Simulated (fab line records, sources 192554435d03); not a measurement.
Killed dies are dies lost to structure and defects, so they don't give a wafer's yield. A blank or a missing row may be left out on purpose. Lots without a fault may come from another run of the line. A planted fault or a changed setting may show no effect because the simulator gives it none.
Chamber matching | flow n5_finfet | N5_DUMMY_GATE_STRIP_41 on rie_diel-04: 4 sister chambers
The step strips in O2. 4 wafers are shown with their chamber, then 8 later ones without.

WAFERS WITH THEIR CHAMBER
wafer  | chamber | drypump_motor_current_A (A)
L084.1 | 1       | 5.4
L084.2 | 2       | 5.9
L085.5 | 0       | 5.3
L089.4 | 3       | 6.0

WAFERS WITHOUT THEIR CHAMBER
wafer  | drypump_motor_current_A (A)
L089.5 | 5.3
L089.6 | 6.0
L095.1 | 6.0
L095.2 | 5.5
L095.4 | 5.9
L096.2 | 6.0
L096.3 | 5.9
L096.5 | 5.9

WHICH CHAMBER EACH WENT THROUGH
wafer  | from the rows above | in truth
L089.5 | 0                   | 0
L089.6 | 3                   | 3
L095.1 | 3                   | 3
L095.2 | 1                   | 1
L095.4 | 2                   | 2
L096.2 | 3                   | 3
L096.3 | 2                   | 2
L096.5 | 2                   | 2
Placed correctly: 8 of 8. Can't be placed from these rows: 0. Placed wrongly: 0.
How it was worked out, from the rows above alone: a wafer's distance from a chamber is the root of the sum, over the readings, of the square of ((its reading less the chamber's mean) divided by the reading's scatter). The wafer belongs to the nearest chamber; if the next one is less than 2 further off, it can't be placed. A chamber's mean is the mean of its shown wafers. The scatter: with one shown wafer a chamber, the root of the mean of the squares of how far each hidden wafer lies from its nearest shown one.
